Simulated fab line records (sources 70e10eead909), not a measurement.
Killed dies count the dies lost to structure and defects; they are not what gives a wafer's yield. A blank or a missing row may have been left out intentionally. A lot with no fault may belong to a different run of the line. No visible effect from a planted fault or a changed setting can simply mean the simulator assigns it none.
Which tool is to blame? | flow nandHarc | Sampling: 6 lots, 18 wafers, 5 of 1159 route steps

== WHAT THE GAUGES READ, wafer by wafer ==
NHARC_END_SORT_01.
lot  | measured     | on        | defectLimitedYield (%)
L740 | day 19 14:55 | prober-01 | 96.9 97.3 96.5
L744 | day 20 09:10 | prober-02 | 95.1 94.5 95.3
L748 | day 21 13:46 | prober-01 | 94.5 95.6 94.4
L749 | day 22 13:22 | prober-02 | 94.8 94.4 95.7
L755 | day 23 15:52 | prober-02 | 97.5 96.8 98.1
L756 | day 23 23:44 | prober-02 | 97.0 96.9 97.9

== WHICH TOOL RAN EACH LOT (tool, then ch and the chambers of the sampled wafers, then the start) ==
lot  | NHARC_P_M1_ETCH_28                          | NHARC_P_M1_CMP_23            | NHARC_P_M1_PRE_CLEAN_32        | NHARC_P_M2_SOFTBAKE_04
L740 | rieDiel-01 ch 1,2,3, day 6 16:19 or earlier | cmp-03 ch 0,3, day 6 16:19   | pecvd-01 ch 0,1,2, day 6 16:52 | lithoTrack-06 ch 0, day 6 17:00
L744 | rieDiel-10 ch 1,2, day 7 07:55 or earlier   | cmp-03 ch 0,1,3, day 7 07:55 | pecvd-01 ch 0,1, day 7 08:29   | lithoTrack-04 ch 0, day 7 09:00
L748 | rieDiel-05 ch 0,1,3, day 8 12:31 or earlier | cmp-03 ch 0,1,2, day 8 12:31 | pecvd-04 ch 0,1,2, day 8 13:04 | lithoTrack-04 ch 0, day 8 13:00
L749 | rieDiel-10 ch 0,1,3, day 8 20:56 or earlier | cmp-03 ch 1,2,3, day 8 20:56 | pecvd-02 ch 0,1,2, day 8 21:29 | lithoTrack-04 ch 0, day 8 22:00
L755 | rieDiel-10 ch 0,1, day 10 04:21 or earlier  | cmp-02 ch 0,1, day 10 04:21  | pecvd-04 ch 0,1, day 10 04:53  | lithoTrack-04 ch 0, day 10 05:00
L756 | rieDiel-10 ch 0,1, day 10 11:40 or earlier  | cmp-03 ch 0,1, day 10 11:40  | pecvd-01 ch 0, day 10 12:13    | lithoTrack-01 ch 0, day 10 13:00
- NHARC_P_M1_ETCH_28: etches the open film in CF4/N2, target depth 30 nm, time 72.99 s.
- NHARC_P_M1_CMP_23: polishes, t overpolish 20 s, target thk 157.82 nm.
- NHARC_P_M1_PRE_CLEAN_32: time 12 s.
- NHARC_P_M2_SOFTBAKE_04: time 55 s.

== THE ANSWER, worked out from the rows above alone ==
Rule: the usual values come from the lots themselves. Put in order of their means at a reading, lots are off if they are a third of the lots or fewer, leave a main group of 4 or more, and stand apart from it by a gap of 3 or more times the standard deviation of the main group's means; of several such gaps the widest counts. The tables above print the reading to a certain number of digits; a main group whose means all agree to those digits is not used. A lot without any number at a reading at which 4 lots or more have one is off too. Any other lot the step has rows for is counted as sound.
None of the lots is off at any reading shown; this tells nothing.

== WHAT WAS PUT IN BY THE SIMULATOR ==
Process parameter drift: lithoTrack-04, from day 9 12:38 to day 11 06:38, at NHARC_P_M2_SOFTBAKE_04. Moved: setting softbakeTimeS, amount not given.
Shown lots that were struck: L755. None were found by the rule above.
